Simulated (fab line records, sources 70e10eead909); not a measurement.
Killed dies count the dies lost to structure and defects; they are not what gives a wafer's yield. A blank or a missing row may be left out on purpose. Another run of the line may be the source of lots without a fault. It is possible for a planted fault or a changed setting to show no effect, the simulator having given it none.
What tool caused it? / flow nandHarc / 24 lots with 72 wafers sampled at 2 steps, on a route of 1159 steps

WHAT THE GAUGES READ, wafer by wafer
NHARC_A_BLC_CD_MEAS_19. Usual: cdNm 99.7 nm, standard deviation 1.8.
lot=L075; measured=day 18 05:37; on=cdSem-03; cdNm (nm)=98.4 97.7 98.7; flag=
lot=L076; measured=day 18 07:34; on=cdSem-02; cdNm (nm)=102.0 101.0 100.1; flag=
lot=L074; measured=day 18 09:20; on=cdSem-03; cdNm (nm)=100.6 103.1 100.6; flag=
lot=L078; measured=day 18 10:38; on=cdSem-02; cdNm (nm)=101.5 102.7 100.6; flag=
lot=L077; measured=day 18 11:32; on=cdSem-02; cdNm (nm)=102.4 99.1 100.1; flag=
lot=L079; measured=day 18 13:43; on=cdSem-02; cdNm (nm)=101.9 100.6 103.8; flag=
lot=L081; measured=day 19 13:10; on=cdSem-02; cdNm (nm)=96.9 98.1 99.8; flag=
lot=L080; measured=day 19 13:37; on=cdSem-01; cdNm (nm)=100.8 101.8 99.4; flag=
lot=L083; measured=day 19 17:30; on=cdSem-03; cdNm (nm)=99.2 98.3 98.1; flag=
lot=L082; measured=day 19 23:41; on=cdSem-01; cdNm (nm)=97.8 99.6 95.0; flag=
lot=L084; measured=day 21 03:03; on=cdSem-03; cdNm (nm)=98.0 99.1 99.8; flag=
lot=L087; measured=day 21 04:11; on=cdSem-02; cdNm (nm)=96.3 98.3 99.6; flag=
lot=L088; measured=day 21 06:55; on=cdSem-03; cdNm (nm)=99.6 99.0 101.3; flag=
lot=L086; measured=day 21 15:37; on=cdSem-01; cdNm (nm)=99.9 98.7 99.4; flag=
lot=L091; measured=day 21 21:29; on=cdSem-01; cdNm (nm)=102.6 102.4 101.2; flag=
lot=L085; measured=day 22 05:08; on=cdSem-03; cdNm (nm)=100.1 99.0 101.3; flag=
lot=L089; measured=day 22 05:58; on=cdSem-02; cdNm (nm)=96.9 96.3 99.8; flag=
lot=L090; measured=day 22 06:35; on=cdSem-02; cdNm (nm)=100.8 101.7 102.2; flag=
lot=L093; measured=day 22 06:48; on=cdSem-01; cdNm (nm)=97.8 98.0 102.0; flag=
lot=L092; measured=day 22 07:26; on=cdSem-03; cdNm (nm)=99.4 99.9 102.4; flag=
lot=L094; measured=day 22 13:52; on=cdSem-02; cdNm (nm)=98.2 98.0 97.3; flag=
lot=L095; measured=day 22 18:32; on=cdSem-02; cdNm (nm)=100.0 98.9 100.2; flag=
lot=L097; measured=day 22 18:46; on=cdSem-02; cdNm (nm)=100.5 102.5 100.9; flag=
lot=L096; measured=day 22 22:18; on=cdSem-01; cdNm (nm)=100.5 100.3 99.2; flag=

TOOL THAT RAN EACH LOT (tool first, then ch and the chambers of the sampled wafers, then the start)
lot=L075; NHARC_A_BLC_ETCH_17=rieDiel-06 ch 0,2,3, day 18 05:37 or earlier
lot=L076; NHARC_A_BLC_ETCH_17=rieDiel-09 ch 0,2,3, day 18 07:34 or earlier
lot=L074; NHARC_A_BLC_ETCH_17=rieDiel-09 ch 0,2, day 18 09:20 or earlier
lot=L078; NHARC_A_BLC_ETCH_17=rieDiel-09 ch 0,1, day 18 10:38 or earlier
lot=L077; NHARC_A_BLC_ETCH_17=rieDiel-08 ch 0,1, day 18 11:32 or earlier
lot=L079; NHARC_A_BLC_ETCH_17=rieDiel-09 ch 0,1,3, day 18 13:43 or earlier
lot=L081; NHARC_A_BLC_ETCH_17=rieDiel-09 ch 0,1,2, day 19 13:10 or earlier
lot=L080; NHARC_A_BLC_ETCH_17=rieDiel-08 ch 2,3, day 19 13:37 or earlier
lot=L083; NHARC_A_BLC_ETCH_17=rieDiel-06 ch 0,2,3, day 19 17:30 or earlier
lot=L082; NHARC_A_BLC_ETCH_17=rieDiel-06 ch 0,1,3, day 19 23:41 or earlier
lot=L084; NHARC_A_BLC_ETCH_17=rieDiel-06 ch 0,3, day 21 03:03 or earlier
lot=L087; NHARC_A_BLC_ETCH_17=rieDiel-06 ch 0,3, day 21 04:11 or earlier
lot=L088; NHARC_A_BLC_ETCH_17=rieDiel-09 ch 0,2, day 21 06:55 or earlier
lot=L086; NHARC_A_BLC_ETCH_17=rieDiel-09 ch 0,2,3, day 21 15:37 or earlier
lot=L091; NHARC_A_BLC_ETCH_17=rieDiel-09 ch 0,3, day 21 21:29 or earlier
lot=L085; NHARC_A_BLC_ETCH_17=rieDiel-09 ch 1,2, day 22 05:08 or earlier
lot=L089; NHARC_A_BLC_ETCH_17=rieDiel-06 ch 0,1,3, day 22 05:58 or earlier
lot=L090; NHARC_A_BLC_ETCH_17=rieDiel-09 ch 0,3, day 22 06:35 or earlier
lot=L093; NHARC_A_BLC_ETCH_17=rieDiel-06 ch 0,1,2, day 22 06:48 or earlier
lot=L092; NHARC_A_BLC_ETCH_17=rieDiel-09 ch 0,1,2, day 22 07:26 or earlier
lot=L094; NHARC_A_BLC_ETCH_17=rieDiel-06 ch 1,3, day 22 13:52 or earlier
lot=L095; NHARC_A_BLC_ETCH_17=rieDiel-09 ch 0,2,3, day 22 18:32 or earlier
lot=L097; NHARC_A_BLC_ETCH_17=rieDiel-06 ch 0,2,3, day 22 18:46 or earlier
lot=L096; NHARC_A_BLC_ETCH_17=rieDiel-08 ch 1,2, day 22 22:18 or earlier
- NHARC_A_BLC_ETCH_17: etches the open film in N2/H2, target depth 390 nm, time 609.38 s.

WHAT THE TOOLS THEMSELVES READ (means of the sampled wafers that have a number; where no wafer has one, the mark that the record gives instead)
NHARC_A_BLC_ETCH_17. Usual: drypumpMotorCurrentA 5.7 A, standard deviation 0.4; h2FlowSccm 150.0 sccm, standard deviation 0.42; oesProductAu 1.005 a.u., standard deviation 0.007; rfVppV 430.7 V, standard deviation 2.8; showerheadPlenumPTorr 2.04 Torr, standard deviation 0.098; throttleValvePct 14.173 %, standard deviation 0.009.
lot=L075; tool=rieDiel-06; drypumpMotorCurrentA (A)=6.0; h2FlowSccm (sccm)=150.0; oesProductAu (a.u.)=1.006; rfVppV (V)=431.1; showerheadPlenumPTorr (Torr)=2.07; throttleValvePct (%)=14.174; flag=
lot=L076; tool=rieDiel-09; drypumpMotorCurrentA (A)=5.6; h2FlowSccm (sccm)=150.4; oesProductAu (a.u.)=1.001; rfVppV (V)=431.7; showerheadPlenumPTorr (Torr)=2.06; throttleValvePct (%)=14.169; flag=
lot=L074; tool=rieDiel-09; drypumpMotorCurrentA (A)=5.7; h2FlowSccm (sccm)=149.9; oesProductAu (a.u.)=0.999; rfVppV (V)=432.9; showerheadPlenumPTorr (Torr)=2.15; throttleValvePct (%)=14.175; flag=
lot=L078; tool=rieDiel-09; drypumpMotorCurrentA (A)=5.5; h2FlowSccm (sccm)=150.5; oesProductAu (a.u.)=1.006; rfVppV (V)=430.9; showerheadPlenumPTorr (Torr)=2.05; throttleValvePct (%)=14.172; flag=
lot=L077; tool=rieDiel-08; drypumpMotorCurrentA (A)=5.7; h2FlowSccm (sccm)=150.1; oesProductAu (a.u.)=0.996; rfVppV (V)=430.5; showerheadPlenumPTorr (Torr)=2.03; throttleValvePct (%)=14.172; flag=
lot=L079; tool=rieDiel-09; drypumpMotorCurrentA (A)=5.5; h2FlowSccm (sccm)=150.0; oesProductAu (a.u.)=1.005; rfVppV (V)=429.2; showerheadPlenumPTorr (Torr)=2.01; throttleValvePct (%)=14.168; flag=
lot=L081; tool=rieDiel-09; drypumpMotorCurrentA (A)=5.6; h2FlowSccm (sccm)=149.9; oesProductAu (a.u.)=1.008; rfVppV (V)=432.1; showerheadPlenumPTorr (Torr)=2.09; throttleValvePct (%)=14.171; flag=
lot=L080; tool=rieDiel-08; drypumpMotorCurrentA (A)=5.9; h2FlowSccm (sccm)=150.3; oesProductAu (a.u.)=1.008; rfVppV (V)=430.9; showerheadPlenumPTorr (Torr)=2.06; throttleValvePct (%)=14.174; flag=
lot=L083; tool=rieDiel-06; drypumpMotorCurrentA (A)=6.0; h2FlowSccm (sccm)=150.4; oesProductAu (a.u.)=0.999; rfVppV (V)=431.0; showerheadPlenumPTorr (Torr)=2.06; throttleValvePct (%)=14.173; flag=
lot=L082; tool=rieDiel-06; drypumpMotorCurrentA (A)=5.8; h2FlowSccm (sccm)=149.7; oesProductAu (a.u.)=1.008; rfVppV (V)=430.5; showerheadPlenumPTorr (Torr)=2.03; throttleValvePct (%)=14.174; flag=
lot=L084; tool=rieDiel-06; drypumpMotorCurrentA (A)=6.1; h2FlowSccm (sccm)=150.3; oesProductAu (a.u.)=0.999; rfVppV (V)=430.1; showerheadPlenumPTorr (Torr)=1.98; throttleValvePct (%)=14.165; flag=
lot=L087; tool=rieDiel-06; drypumpMotorCurrentA (A)=6.1; h2FlowSccm (sccm)=149.3; oesProductAu (a.u.)=1.008; rfVppV (V)=428.6; showerheadPlenumPTorr (Torr)=1.98; throttleValvePct (%)=14.176; flag=
lot=L088; tool=rieDiel-09; drypumpMotorCurrentA (A)=5.7; h2FlowSccm (sccm)=149.6; oesProductAu (a.u.)=1.002; rfVppV (V)=432.7; showerheadPlenumPTorr (Torr)=2.14; throttleValvePct (%)=14.169; flag=
lot=L086; tool=rieDiel-09; drypumpMotorCurrentA (A)=5.6; h2FlowSccm (sccm)=149.7; oesProductAu (a.u.)=1.003; rfVppV (V)=431.5; showerheadPlenumPTorr (Torr)=2.06; throttleValvePct (%)=14.181; flag=
lot=L091; tool=rieDiel-09; drypumpMotorCurrentA (A)=5.5; h2FlowSccm (sccm)=149.9; oesProductAu (a.u.)=1.011; rfVppV (V)=429.6; showerheadPlenumPTorr (Torr)=1.98; throttleValvePct (%)=14.167; flag=
lot=L085; tool=rieDiel-09; drypumpMotorCurrentA (A)=5.7; h2FlowSccm (sccm)=150.0; oesProductAu (a.u.)=1.006; rfVppV (V)=431.1; showerheadPlenumPTorr (Torr)=2.07; throttleValvePct (%)=14.174; flag=
lot=L089; tool=rieDiel-06; drypumpMotorCurrentA (A)=5.8; h2FlowSccm (sccm)=149.9; oesProductAu (a.u.)=1.005; rfVppV (V)=430.3; showerheadPlenumPTorr (Torr)=2.03; throttleValvePct (%)=14.174; flag=
lot=L090; tool=rieDiel-09; drypumpMotorCurrentA (A)=5.4; h2FlowSccm (sccm)=150.4; oesProductAu (a.u.)=1.005; rfVppV (V)=431.3; showerheadPlenumPTorr (Torr)=2.04; throttleValvePct (%)=14.171; flag=
lot=L093; tool=rieDiel-06; drypumpMotorCurrentA (A)=5.7; h2FlowSccm (sccm)=150.1; oesProductAu (a.u.)=0.997; rfVppV (V)=431.9; showerheadPlenumPTorr (Torr)=2.11; throttleValvePct (%)=14.163; flag=
lot=L092; tool=rieDiel-09; drypumpMotorCurrentA (A)=5.6; h2FlowSccm (sccm)=150.3; oesProductAu (a.u.)=1.012; rfVppV (V)=432.5; showerheadPlenumPTorr (Torr)=2.09; throttleValvePct (%)=14.173; flag=
lot=L094; tool=rieDiel-06; drypumpMotorCurrentA (A)=6.0; h2FlowSccm (sccm)=150.3; oesProductAu (a.u.)=1.013; rfVppV (V)=429.6; showerheadPlenumPTorr (Torr)=1.99; throttleValvePct (%)=14.176; flag=
lot=L095; tool=rieDiel-09; drypumpMotorCurrentA (A)=5.6; h2FlowSccm (sccm)=149.6; oesProductAu (a.u.)=1.002; rfVppV (V)=430.9; showerheadPlenumPTorr (Torr)=2.06; throttleValvePct (%)=14.167; flag=
lot=L097; tool=rieDiel-06; drypumpMotorCurrentA (A)=6.0; h2FlowSccm (sccm)=150.2; oesProductAu (a.u.)=1.012; rfVppV (V)=430.6; showerheadPlenumPTorr (Torr)=2.06; throttleValvePct (%)=14.176; flag=
lot=L096; tool=rieDiel-08; drypumpMotorCurrentA (A)=6.1; h2FlowSccm (sccm)=150.1; oesProductAu (a.u.)=1.000; rfVppV (V)=430.7; showerheadPlenumPTorr (Torr)=2.07; throttleValvePct (%)=14.170; flag=

THE ANSWER, worked out from the rows above alone
Rule: a lot is off if the mean of its wafers that have a number lies more than 3 standard deviations from the usual mean. A lot without any number at a reading at which 4 lots or more have one is off too. Where the step has rows for the other lots, those lots are counted as sound. First the gauges in route order, then the tools' own readings, where a lot's mean is used as printed above. The first step at which some lot is off is used, and at that step the reading that is off furthest; a lot without a number counts as furthest.
Across all readings shown, no lot is off: no conclusion can be drawn from this.

WHAT HAD BEEN PUT IN BY THE SIMULATOR
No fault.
